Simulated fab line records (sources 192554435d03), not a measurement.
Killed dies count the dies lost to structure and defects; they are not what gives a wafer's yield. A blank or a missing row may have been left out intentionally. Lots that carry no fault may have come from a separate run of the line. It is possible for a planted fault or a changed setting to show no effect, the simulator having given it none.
The tool behind it: which one? :: flow n5-finfet :: Sampling: 12 lots, 36 wafers, 4 of 1938 route steps

## WHAT THE GAUGES READ, wafer by wafer
N5_BEOL_M13_OCD_MEAS_35.
lot: L075
measured: day 11 08:37
on: ocd-02
trench-depth-nm (nm): 414 410 425

lot: L080
measured: day 12 05:16
on: ocd-01
trench-depth-nm (nm): 413 413 414

lot: L077
measured: day 12 16:01
on: ocd-02
trench-depth-nm (nm): 407 412 410

lot: L078
measured: day 12 18:24
on: ocd-02
trench-depth-nm (nm): 407 411 407

lot: L083
measured: day 13 07:40
on: ocd-01
trench-depth-nm (nm): 397 411 409

lot: L085
measured: day 14 05:00
on: ocd-01
trench-depth-nm (nm): 410 418 406

lot: L089
measured: day 14 16:47
on: ocd-01
trench-depth-nm (nm): 409 409 408

lot: L091
measured: day 14 19:28
on: ocd-02
trench-depth-nm (nm): 412 411 413

lot: L088
measured: day 14 23:49
on: ocd-01
trench-depth-nm (nm): 409 411 411

lot: L094
measured: day 16 02:13
on: ocd-01
trench-depth-nm (nm): 410 404 412

lot: L096
measured: day 16 22:14
on: ocd-01
trench-depth-nm (nm): 408 412 407

lot: L095
measured: day 17 04:00
on: ocd-02
trench-depth-nm (nm): 406 417 413

## EACH LOT AND THE TOOL THAT RAN IT (in order: tool; ch and the chambers of the sampled wafers; start)
lot: L075
N5_BEOL_M12_PRE_CLEAN_42: pvd-sputter-02, day 11 04:28
N5_BEOL_M12_SPUTTER_45: pvd-sputter-02, day 11 04:40
N5_BEOL_M13_VIA_ETCH_16: rie-diel-03 ch 0,1,2, day 11 06:36

lot: L080
N5_BEOL_M12_PRE_CLEAN_42: pvd-sputter-01, day 12 01:50
N5_BEOL_M12_SPUTTER_45: pvd-sputter-01, day 12 02:02
N5_BEOL_M13_VIA_ETCH_16: rie-diel-02 ch 0,2,3, day 12 03:49

lot: L077
N5_BEOL_M12_PRE_CLEAN_42: pvd-sputter-03, day 12 12:29
N5_BEOL_M12_SPUTTER_45: pvd-sputter-03, day 12 12:41
N5_BEOL_M13_VIA_ETCH_16: rie-diel-02 ch 0,1,2, day 12 14:28

lot: L078
N5_BEOL_M12_PRE_CLEAN_42: pvd-sputter-02, day 12 14:39
N5_BEOL_M12_SPUTTER_45: pvd-sputter-02, day 12 14:51
N5_BEOL_M13_VIA_ETCH_16: rie-diel-02 ch 0,2,3, day 12 16:58

lot: L083
N5_BEOL_M12_PRE_CLEAN_42: pvd-sputter-01, day 13 03:49
N5_BEOL_M12_SPUTTER_45: pvd-sputter-01, day 13 04:01
N5_BEOL_M13_VIA_ETCH_16: rie-diel-02 ch 0,2, day 13 05:53

lot: L085
N5_BEOL_M12_PRE_CLEAN_42: pvd-sputter-01, day 14 00:47
N5_BEOL_M12_SPUTTER_45: pvd-sputter-01, day 14 00:59
N5_BEOL_M13_VIA_ETCH_16: rie-diel-03 ch 0,1,3, day 14 02:53

lot: L089
N5_BEOL_M12_PRE_CLEAN_42: pvd-sputter-03, day 14 12:43
N5_BEOL_M12_SPUTTER_45: pvd-sputter-03, day 14 12:55
N5_BEOL_M13_VIA_ETCH_16: rie-diel-02 ch 1,2,3, day 14 15:13

lot: L091
N5_BEOL_M12_PRE_CLEAN_42: pvd-sputter-02, day 14 15:55
N5_BEOL_M12_SPUTTER_45: pvd-sputter-02, day 14 16:07
N5_BEOL_M13_VIA_ETCH_16: rie-diel-02 ch 0,1,2, day 14 17:48

lot: L088
N5_BEOL_M12_PRE_CLEAN_42: pvd-sputter-03, day 14 20:21
N5_BEOL_M12_SPUTTER_45: pvd-sputter-03, day 14 20:33
N5_BEOL_M13_VIA_ETCH_16: rie-diel-03 ch 0,1, day 14 22:13

lot: L094
N5_BEOL_M12_PRE_CLEAN_42: pvd-sputter-03, day 15 22:12
N5_BEOL_M12_SPUTTER_45: pvd-sputter-03, day 15 22:24
N5_BEOL_M13_VIA_ETCH_16: rie-diel-03 ch 0,2,3, day 16 00:11

lot: L096
N5_BEOL_M12_PRE_CLEAN_42: pvd-sputter-02, day 16 18:45
N5_BEOL_M12_SPUTTER_45: pvd-sputter-02, day 16 18:57
N5_BEOL_M13_VIA_ETCH_16: rie-diel-03 ch 0,1,2, day 16 20:48

lot: L095
N5_BEOL_M12_PRE_CLEAN_42: pvd-sputter-03, day 17 00:20
N5_BEOL_M12_SPUTTER_45: pvd-sputter-03, day 17 00:32
N5_BEOL_M13_VIA_ETCH_16: rie-diel-03 ch 0,1,2, day 17 02:26
- N5_BEOL_M12_PRE_CLEAN_42: time 30 s.
- N5_BEOL_M12_SPUTTER_45: material Cu, target thk 80 nm, time 13.33 s.
- N5_BEOL_M13_VIA_ETCH_16: etches SiOC in C4F8/O2/Ar, target depth 921.7 nm.

## THE ANSWER, worked out from the rows above alone
Rule: what is usual is taken from the lots themselves. Put in order of their means at a reading, lots are off if they are a third of the lots or fewer, leave a main group of 4 or more, and stand apart from it by a gap of 3 or more times the standard deviation of the main group's means; of several such gaps the widest counts. A main group whose means are all the same, to the digits that the tables above print for the reading, isn't used. Also off: a lot with no number at a reading for which 4 or more lots have one. Where the step has rows for the other lots, those lots are counted as sound.
None of the lots is off at any reading shown; this tells nothing.

## WHAT THE SIMULATOR PUT IN
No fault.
